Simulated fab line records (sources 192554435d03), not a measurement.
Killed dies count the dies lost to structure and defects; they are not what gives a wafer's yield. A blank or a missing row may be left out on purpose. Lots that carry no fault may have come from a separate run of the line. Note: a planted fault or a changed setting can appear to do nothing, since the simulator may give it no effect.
fab line records    flow n5Finfet
record: lots: 3  wafers: 9  lastDay: 17
route steps=1938 shown BEOL_M4@1099 BEOL_M5@1112 BEOL_M15@1809 PASSIVATION@1936
lots untouched by any fault: they come from a run of this same line in which no faults occurred
startH: the number of hours between the record's first day and the start of the first shown wafer of the lot    waitH: time in hours since the lot's previous step    " unchanged from the row above    L1.1+2: one row covering several wafers at once    - no value present, or no start provided    * or withheld: withheld    < > ~ a bound
route shown NAME@n: a module of which the file shows steps, and the number in the route of the first    usual: mean and standard deviation over wafers with no fault    same: alike in all rows    chamber/n: place in a boat    sites: per-site readings    _std_site: standard deviation of those values    _edge_site: inner sites' mean taken away from outer sites' mean    radiusMm: how far each site lies from the wafer's centre    mask NAME#n: copy n    behind: the tool/chamber that last shaped the wafer    hold: why the lot was held/for how many hours/how that ended    device: whichever transistor did not switch (one of n, p or np)    end of line: the route-end tests of the same wafers    a step without rows: its recipe alone    killed: the dies lost at the first sort to structure and to defects; this is not the yield of the wafer    map: shows each die of a wafer: x if killed, . if not, _ if none is there
set.NAME: the run value of the setting; set.NAME@STEP: its run value at that earlier step    model.NAME: the simulator's own value behind a step, which no gauge read
lots seen at some steps along the route; tables by step, rows by wafer
services: from which hour (startH, from the record's first day; less than 0 if before it) a tool's chamber was out of use, for how many hours, and why
== steps ==
step: N5_BEOL_M4_ANNEAL_95
recipe: tempC: 400  timeS: 240  ambient: vacuum
step: N5_BEOL_M4_SPUTTER_96
recipe: material: Cu  targetThkA: 45  tempC: -20  chamberPressurePa: 0.07  powerW: withheld  timeS: 8.29
step: N5_BEOL_M4_ECD_50
recipe: material: Cu  targetThkA: 3000
step: N5_BEOL_M4_ANNEAL_51
recipe: tempC: 225  timeS: 90  ambient: N2
step: N5_BEOL_M4_CMP_52
recipe: stopOn: SiOC  tOverpolishS: 6.8  downForcePsi: 1  platenRpm: 50  clearingPlatenDownForcePsi: 1.5  clearingPlatenRpm: 50  postCmpClean: cuAlkaline  targetThkNm: 40  clearingPlatenPadVelocityMS: 0.99484  padVelocityMS: 0.99484
step: N5_BEOL_M4_PRE_CLEAN_60
recipe: gas: NH3/H2  timeS: 15  tempC: *  rfPowerW: 300
step: N5_BEOL_M4_CO_CAP_55
recipe: material: Co  targetThkA: 20  tempC: 200  precursor: CCTBA/H2  pressureTorr: 30  timeS: 102.1
step: N5_BEOL_M4_PRE_CLEAN_56
recipe: gas: NH3  timeS: 15  tempC: withheld  rfPowerW: 300
step: N5_BEOL_M4_DEP_57
recipe: material: SiCN  targetThkA: 80  tempC: withheld  precursor: 3MS/NH3  pressureTorr: 3  rfW: 202  timeS: 14
step: N5_BEOL_M4_RC_MEAS_101
usual: DIBL_N: 36.5/1.4  DIBL_P: 36.6/1.9  IOFF_N: 0.167/0.029  IOFF_P: 0.21/0.033  ION_N: 674/12  ION_P: 460/8.9  SS_N: 71.6/0.57  SS_P: 73.4/0.61  VT_N: 249/3.3  VT_P: -250/3.3
lot.wafer  tool       chamber  startH  waitH  DIBL_N[mV/V]  DIBL_P[mV/V]  IOFF_N[nA/um]  IOFF_P[nA/um]  ION_N[uA/um]  ION_P[uA/um]  SS_N[mV/dec]  SS_P[mV/dec]  VT_N[mV]  VT_P[mV]
L669.1     prober-02  0        242.09  0.0    36.9          36.7          0.161          0.17           668           449           71.9          73.6          248       -255
L669.3     "          0        "       "      36.3          36.1          0.164          0.17           669           452           70.9          72.8          246       -253
L669.6     "          0        "       "      37.2          37.6          0.186          0.19           674           450           71.9          74.1          244       -253
L675.1     prober-01  0        289.23  0.0    36.2          35.8          0.151          0.19           667           455           72.2          73.4          252       -252
L675.2     "          0        "       "      38.6          39.5          0.195          0.25           667           460           72.0          74.2          248       -249
L675.3     "          0        "       "      38.4          38.6          0.184          0.23           688           466           71.4          73.7          249       -250
L679.1     prober-01  0        303.83  0.0    37.6          37.8          0.151          0.24           656           458           71.9          73.3          253       -248
L679.2     "          0        "       "      35.9          35.2          0.134          0.19           668           460           71.3          72.1          253       -251
L679.5     "          0        "       "      36.9          36.0          0.139          0.22           656           456           71.8          73.1          251       -251
step: N5_BEOL_M5_ILD_DEP_00
recipe: material: SiCOH_lowk  targetThkA: 1406.4  tempC: 300  precursor: DEMS/porogen  pressureTorr: 5  rfW: 500  timeS: 25.9
step: N5_BEOL_M5_CURE_79
recipe: tempC: 385  timeS: 240  ambient: He/Ar  material: SiCOH_lowk
step: N5_BEOL_M5_PECVD_70
recipe: material: SiO2  targetThkA: 160  tempC: 400  precursor: TEOS/O2  pressureTorr: 5.5  rfW: 450  teosFlowSccm: 53.8  gas: O2  flowSccm: 3000  timeS: 18
step: N5_BEOL_M5_HM_DEP_02
recipe: material: TiN  targetThkA: 200  tempC: 25  chamberPressurePa: 0.49996
step: N5_BEOL_M5_COAT_59
recipe: resist: SOC  tempC: 250  timeS: 60  spinRpm: 1500  resistThkNm: 60
step: N5_BEOL_M5_COAT_60
recipe: resist: SiARC  tempC: 220  timeS: 60  spinRpm: 1500  resistThkNm: 12
step: N5_BEOL_M5_COAT_71
recipe: resist: underlayer  tempC: 205  timeS: 60  spinRpm: 1500  resistThkNm: 5
step: N5_BEOL_M5_COAT_05
recipe: resist: CAR-EUV  spinRpm: 1500  resistThkNm: 30
step: N5_BEOL_M5_EBR_07
recipe: solvent: PGMEA  ebrWidthMm: 1.5
step: N5_BEOL_M5_SOFTBAKE_06
recipe: tempC: 110  timeS: 60  resist: CAR-EUV
step: N5_BEOL_M5_EXPOSE_08
recipe: maskId: M5  na: 0.33  sourceShape: annular  sigmaInner: 0.4  sigmaOuter: 0.8  polarization: unpolarized  targetCdNm: 28  doseMj: 35.75
step: N5_BEOL_M5_PEB_09
recipe: pebTempC: 100  pebTimeS: 60  resist: CAR-EUV
step: N5_BEOL_M5_DEVELOP_10
recipe: developTimeS: 30  developer: TMAH  resist: CAR-EUV  rinseLiquid: surfactantRinse  dry: airSpin  devTempC: 23
step: N5_BEOL_M5_DESCUM_16
recipe: chemistry: O2  timeS: 7  sourcePowerW: 50  biasPowerW: 20  pressureMtorr: 20  rfFrequencyHz: 2.712e+07  tempC: 40  resist: CAR-EUV  o2FlowSccm: 225
step: N5_BEOL_M5_ETCH_72
recipe: chemistry: N2/H2  target: underlayer  targetDepthA: 65  maskMaterial: CAR-EUV  timeS: 5.2  ionEnergyEv: 200  pressureMtorr: 30  sourceW: 840  biasW: 150  n2FlowSccm: 200  h2FlowSccm: 200  ends: cleared
step: N5_BEOL_M5_ETCH_61
recipe: chemistry: CF4  target: SiARC  targetDepthA: 156  maskMaterial: CAR-EUV  timeS: 26  ionEnergyEv: 80  pressureMtorr: 40  sourceW: 545  biasW: 36  Ar_flow_sccm: 100  cf4FlowSccm: 100  ends: cleared
step: N5_BEOL_M5_ETCH_62
recipe: chemistry: N2/H2  target: SOC  targetDepthA: 750  overetchA: 150  maskMaterial: SiARC  tempC: 40  timeS: 112.5  ionEnergyEv: 200  pressureMtorr: 30  sourceW: 840  biasW: 150  n2FlowSccm: 200  h2FlowSccm: 200
step: N5_BEOL_M5_STRIP_63
recipe: chemistry: N2/H2  tempC: 40  n2FlowSccm: 200  h2FlowSccm: 200  rfFrequencyHz: 6e+07
step: N5_BEOL_M5_STRIP_73
recipe: chemistry: N2/H2  tempC: 40  n2FlowSccm: 200  h2FlowSccm: 200  rfFrequencyHz: 6e+07
step: N5_BEOL_M5_STRIP_64
recipe: chemistry: CF4  resist: SiARC  powerW: 300  biasPowerW: 75  pressureMtorr: 50  cf4FlowSccm: 150  rfFrequencyHz: 6e+07
step: N5_BEOL_M5_HM_OPEN_17
recipe: chemistry: Cl2/BCl3  targetDepthA: 200  overetchA: 60  target: TiN  maskMaterial: SOC  ionEnergyEv: 150  pressureMtorr: 10  icpW: 1000  biasW: 126  Cl2_flow_sccm: 53.25  bcl3FlowSccm: 21.75  Ar_flow_sccm: 25
step: N5_BEOL_M5_STRIP_19
recipe: chemistry: O2  powerW: 400  tempC: 40  pressureMtorr: 30  rfFrequencyHz: 6e+07  biasPowerW: 0  overashFraction: 0.2  o2FlowSccm: 225
step: N5_BEOL_M5_COAT_65
recipe: resist: SOC  tempC: 250  timeS: 60  spinRpm: 1500  resistThkNm: 60
step: N5_BEOL_M5_COAT_66
recipe: resist: SiARC  tempC: 220  timeS: 60  spinRpm: 1500  resistThkNm: 12
step: N5_BEOL_M15_TRENCH_ETCH_34
recipe: chemistry: C4F8/O2/Ar  target: SiO2  targetDepthA: 8729.3  heInnerTorr: 15  heOuterTorr: 30  timeS: 199  ionEnergyEv: 800  pressureMtorr: 20  sourceW: 1905  biasW: 2040  Ar_flow_sccm: 400  C4F8_flow_sccm: 16  O2_flow_sccm: 12
usual: chamberPressureMTorr: 20.000/0.019  drypumpMotorCurrentA: 5.6/0.44  oes_f_703_au: 0.83/0.085  oesProductAu: 0.82/0.087  rfVppV: 2219/41  showerheadPlenumPTorr: 3.40/0.12  throttleValvePct: 30.71/0.22
lot.wafer  tool        chamber  startH  waitH  chamberPressureMTorr  drypumpMotorCurrentA  oes_f_703_au  oesProductAu  rfHoursCounterH  rfVppV  showerheadPlenumPTorr  throttleValvePct  model.etch.depthNm  model.coat_of_BEOL_M15_COAT_22.thkNm
L669.1     rieDiel-01  0        324.37  0.0    20.032                5.0                   0.87          0.85          46               2193    3.39                   30.67             851.5               542.6
L669.3     "           2        "       "      19.978                5.2                   0.74          0.74          181              2234    3.30                   30.74             858.5               539
L669.6     "           3        "       "      20.011                5.6                   0.71          0.72          -                2261    3.56                   30.77             857.8               542.8
L675.1     rieDiel-01  1        374.08  0.0    20.027                5.8                   0.81          0.79          133              2167    3.33                   30.77             871.3               547.2
L675.2     "           0        "       "      19.979                5.0                   0.85          0.67          61               2192    3.38                   30.44             579.9               600.8
L675.3     "           2        "       "      19.996                5.2                   0.73          0.73          195              2233    3.29                   30.75             864.7               541.4
L679.1     rieDiel-04  2        386.45  0.0    19.995                6.2                   0.78          0.80          114              2236    3.48                   30.68             863.6               547.2
L679.2     "           3        "       "      20.000                5.2                   0.98          0.96          8                2220    3.66                   30.54             891.8               537.4
L679.5     "           2        "       "      19.993                6.2                   0.77          0.79          -                2236    3.48                   30.69             856.7               546.8
step: N5_BEOL_M15_CMP_49
recipe: stopOn: SiO2  tOverpolishS: 4.9  downForcePsi: 2  platenRpm: 80  clearingPlatenDownForcePsi: 2  clearingPlatenRpm: 80  postCmpClean: cuAlkaline  targetThkNm: 850  clearingPlatenPadVelocityMS: 1.5917  padVelocityMS: 1.5917
usual: motorCurrentA: 8.0/0.7
lot.wafer  tool    chamber  startH  waitH  motorCurrentA  model.Cu_of_BEOL_M15_ECD_47.thkNm
L669.1     cmp-03  1        326.97  0.3    8.6            825.8
L669.3     "       2        "       "      7.6            832.4
L669.6     "       2        "       "      7.7            830.6
L675.2     cmp-01  0        377.59  0.2    7.3            557.4
L675.1     "       1        "       "      7.1            849
L675.3     "       3        "       "      9.4            842.6
L679.1     cmp-01  2        389.92  0.3    7.6            840.2
L679.2     "       1        "       "      7.2            867.6
L679.5     "       3        "       "      9.9            834.4
step: N5_BEOL_M15_THK_MEAS_50
recipe: thkMeasGauge: xrf  reads: Cu_of_BEOL_M15_ECD_47
usual: M15_THK: 826/18
lot.wafer  tool          chamber  startH  waitH  M15_THK[nm]
L669.1     filmMetro-02  -        327.26  -      807
L669.3     "             -        "       "      810
L669.6     "             -        "       "      811
L675.1     filmMetro-01  -        377.89  -      832
L675.2     "             -        "       "      547
L675.3     "             -        "       "      821
L679.1     filmMetro-02  -        390.22  -      811
L679.2     "             -        "       "      834
L679.5     "             -        "       "      804
step: N5_BEOL_M15_RS_MEAS_54
recipe: thkMeasGauge: four-point-probe  reads: Cu_of_BEOL_M15_ECD_47+Ta_of_BEOL_M15_SPUTTER_44+TaN_of_BEOL_M15_SPUTTER_43
usual: M15_RS: 0.0215/0.00045
lot.wafer  tool          chamber  startH  waitH  M15_RS[ohm/sq]
L669.1     filmMetro-01  -        327.39  0.0    0.0222
L669.3     "             -        "       "      0.0220
L669.6     "             -        "       "      0.0220
L675.1     filmMetro-02  -        378.02  0.0    0.0216
L675.2     "             -        "       "      0.0332
L675.3     "             -        "       "      0.0217
L679.1     filmMetro-02  -        390.35  0.0    0.0218
L679.2     "             -        "       "      0.0211
L679.5     "             -        "       "      0.0220
step: N5_PASSIVATION_PROBE_49
usual: defectLimitedYield: 91.2/1.6  killed_at_M0_to_M3: 34/11  killed_at_M4_up: 14/5.7  killedAtContacts: 14/6.6  killedAtFrontEnd: 37/10  killedAtOther: 4/3.2  killedDies: 104/19  killedOpen: 69/13  killedShort: 33/8.7  sort_bin_5_function: 5.1/1  sort_bin_6_memory: 3.3/0.76  sort_bin_8_speed: 0.00/0.016  sortNPass: 1076/19
same: grossDies: 1180  killedAtBackSide: 0  sort_bin_4_leakage[%]: 0
lot.wafer  tool       chamber  startH  waitH  defectLimitedYield[%]  killed_at_M0_to_M3  killed_at_M4_up  killedAtContacts  killedAtFrontEnd  killedAtOther  killedDies  killedOpen  killedShort  sort_bin_5_function[%]  sort_bin_6_memory[%]  sort_bin_8_speed[%]  sortNPass
L669.1     prober-02  -        343.82  0.0    90.6                   28                  11               16                52                4              111         69          31           5.4                     2.7                   0                    1069
L669.3     prober-02  -        343.92  0.1    91.6                   18                  7                27                47                0              99          61          31           4.2                     3.1                   0                    1081
L669.6     prober-02  -        344.07  0.3    92.8                   26                  12               9                 30                8              85          50          30           4.3                     2.7                   0                    1095
L675.1     prober-01  -        395.73  0.0    91.8                   40                  8                7                 40                2              97          63          33           4.7                     3.2                   0                    1083
L675.2     prober-01  -        395.78  0.1    89.9                   33                  19               14                48                5              119         76          28           5.6                     2.9                   0.59                 1061
L675.3     prober-01  -        395.83  0.1    90.6                   48                  15               9                 36                3              111         79          28           5.3                     3.5                   0                    1069
L679.1     prober-02  -        404.19  0.4    87.9                   46                  9                19                64                5              143         107         36           6.6                     4.8                   0                    1037
L679.2     prober-02  -        404.24  0.4    90.1                   36                  8                7                 64                2              117         74          43           5.8                     3.8                   0                    1063
L679.5     prober-02  -        404.39  0.6    89.9                   40                  12               12                53                2              119         74          45           6.1                     3.7                   0                    1061
killed by level:class
L669.1 FIN_SAQP:geometricParticle:open=16 MOL_CONTACT_COAG:geometricParticle:open=13 BEOL_M2:geometricParticle:open=9 HKMG_FIN:areaEtch=7 FIN_SAQP:geometricParticle:short=6 ILD0:geometricParticle:short=5 BEOL_M0_SAQP:geometricParticle:open=5 GATE_CUT:geometricParticle:short=4
L669.3 MOL_CONTACT_COAG:geometricParticle:open=20 GATE_CUT:geometricParticle:short=8 FIN_SAQP:geometricParticle:open=7 DUMMY_GATE:geometricParticle:open=7 MOL_CONTACT_COAG:geometricParticle:short=7 FIN_SAQP:geometricParticle:short=6 HKMG_FIN:areaEtch=6 BEOL_M0_SAQP:geometricParticle:open=5
L669.6 FIN_SAQP:geometricParticle:open=12 MOL_CONTACT_COAG:geometricParticle:open=8 BEOL_M0_SAQP:geometricParticle:open=7 BEOL_M1:geometricParticle:open=5 BEOL_M2:geometricParticle:open=5 FIN_SAQP:geometricParticle:short=4 GATE_CUT:geometricParticle:short=4 BEOL_M0_SAQP:geometricParticle:short=4
L675.1 FIN_SAQP:geometricParticle:open=13 BEOL_M3:geometricParticle:open=8 FIN_SAQP:geometricParticle:short=7 BEOL_M2:geometricParticle:open=7 MOL_CONTACT_COAG:geometricParticle:open=6 BEOL_M0_SAQP:geometricParticle:open=6 BEOL_M0_SAQP:geometricParticle:short=5 GATE_CUT:geometricParticle:short=4
L675.2 STI_FIN_REVEAL:geometricParticle:open=13 MOL_CONTACT_COAG:geometricParticle:open=12 FIN_SAQP:geometricParticle:open=9 BEOL_M1:geometricParticle:open=9 BEOL_M3:geometricParticle:open=9 HKMG_FIN:areaEtch=7 BEOL_M15:areaEcd=7 GATE_CUT:geometricParticle:short=4
L675.3 BEOL_M0_SAQP:geometricParticle:open=12 BEOL_M2:geometricParticle:open=10 FIN_SAQP:geometricParticle:open=9 MOL_CONTACT_COAG:geometricParticle:open=8 BEOL_M3:geometricParticle:open=8 BEOL_M7:geometricParticle:open=6 FIN_SAQP:geometricParticle:short=4 BEOL_M1:geometricParticle:open=4
L679.1 STI_FIN_REVEAL:geometricParticle:open=30 MOL_CONTACT_COAG:geometricParticle:open=15 BEOL_M1:geometricParticle:open=12 BEOL_M3:geometricParticle:open=11 FIN_SAQP:geometricParticle:open=10 FIN_SAQP:geometricParticle:short=10 BEOL_M2:geometricParticle:open=8 MOL_CONTACT_COAG:geometricParticle:short=4
L679.2 STI_FIN_REVEAL:geometricParticle:open=22 FIN_SAQP:geometricParticle:short=13 BEOL_M2:geometricParticle:open=8 BEOL_M1:geometricParticle:open=7 FIN_SAQP:geometricParticle:open=6 STI_FIN_REVEAL:geometricParticle:short=6 BEOL_M0_SAQP:geometricParticle:short=6 MOL_CONTACT_COAG:geometricParticle:open=5
L679.5 STI_FIN_REVEAL:geometricParticle:open=14 BEOL_M3:geometricParticle:open=10 FIN_SAQP:geometricParticle:open=9 BEOL_M1:geometricParticle:open=8 MOL_CONTACT_COAG:geometricParticle:open=8 BEOL_M0_SAQP:geometricParticle:open=8 FIN_SAQP:geometricParticle:short=7 STI_FIN_REVEAL:geometricParticle:short=5
map L675.2 (x killed, . not)
_________________.......x....________________
______________xx.x.............._____________
___________........................__________
__________....................x..x.._________
________.................x........x..x_______
_______.......x...............x.x......______
______..........x..x..x..x.............._____
_____......x...x...x.x..x...x.x.........x____
____...x.x............x..........xx.......___
___.x.....x...................x......xxx.x.__
___...x.....................x.xx.....x.....__
__.....x.............xx....................._
__......................x........x.........._
_x....................x......x...............
_................x.............x..........x..
_.................x..........................
_..x..x...............x......x..xx.....x.....
_x..............................x............
_.......x...................x......x.........
_..................x...x.............x.xx....
_..........x........x..x............x........
__..x.x.....................x..............x_
__..x...xx...........x.x..........x.x.....x._
___...x....x...........x...x.......x.x.....__
___...........x.........x.....x............__
____....x...x..........x....x........x....___
_____......xx.x...x............x.........____
______x................xx..............._____
_______xx........x.......x...x........x______
________....................x........x_______
__________........x................x_________
___________........................__________
______________.................._____________
_________________x...........________________
map L669.1 (x killed, . not)
_________________.....x...x..________________
______________..............x..._____________
___________...x.........x..........__________
__________x......................x.._________
________.....x.....x....x......x......_______
_______....................x...........______
______.................x...........x...._____
_____...........x..x.......x.............____
____..x.........x........x...x........x...___
___..........................x.............__
___......x.................x.............xx__
__...x..........x.x.....................x..._
__.x....x...x...........x....x........x.x..x_
_......x...................x.........x..x..xx
_x................................x...x.....x
_x.......................x...................
_.........x......x.......x.x...x.............
_............x...........x........x..........
_..x.....x.....................x.............
_...........................x................
_.x.............x..x...............x.x.......
__........................xxx..x...........x_
__...xx.x....x..........x..................._
___......................................x.__
___..x..........xx..x......................__
____..............x...x..x......x.........___
_____..x..x..x..............x............____
______................x............xxx.._____
_______....x.......x..........x.x..xx..______
________............x.....x...x......._______
__________.........................._________
___________.x............x.x.....x.__________
______________........x........x_____________
_________________...........x________________
== services ==
tool        chamber  startH  hours  kind
cmp-01      -        302.33  2.0    repair
rieDiel-01  1        305.80  8.6    repair
cmp-03      -        311.07  5.7    pm
cmp-01      -        312.15  4.0    pm
cmp-01      -        316.15  -      consumableReplace:conditioner
cmp-01      -        316.15  -      consumableReplace:pad
cmp-03      -        324.47  1.2    repair
rieDiel-04  3        336.67  -      clean
rieDiel-04  3        336.67  -      consumableReplace:focusRing
rieDiel-04  3        336.67  -      consumableReplace:showerhead
rieDiel-04  3        336.67  23.6   scheduledDown
rieDiel-04  3        336.67  23.6   ventCycle
cmp-03      -        338.28  3.1    repair
cmp-01      -        351.97  1.0    repair
== key ==
firstSign: step: N5_BEOL_M15_THK_MEAS_50  reading: M15_THK  direction: down  sigmas: 15  usual: 826  struck: 547
effect: step: N5_BEOL_M15_RS_MEAS_54  reading: M15_RS  direction: up  sigmas: 26  usual: 0.0215  struck: 0.0332
effect: step: N5_PASSIVATION_PROBE_49  reading: sort_bin_8_speed  direction: up  sigmas: 7  usual: 0.00  struck: 0.59
modelEffect: step: N5_BEOL_M15_TRENCH_ETCH_34  value: etch.depthNm  without: 863.4  struck: 579.9
modelEffect: step: N5_BEOL_M15_CMP_49  value: Cu_of_BEOL_M15_ECD_47.thkNm  without: 841  struck: 557.4
metAt N5_BEOL_M15_TRENCH_ETCH_34
struckWafers L675.2
onsetBetween 324.37 374.08
fault: kind: processParameterDrift  tool: rieDiel-01  chamber: 0  onsetH: 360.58  steps: N5_BEOL_M15_TRENCH_ETCH_34  channel: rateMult  offset: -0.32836  shape: step  endH: 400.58
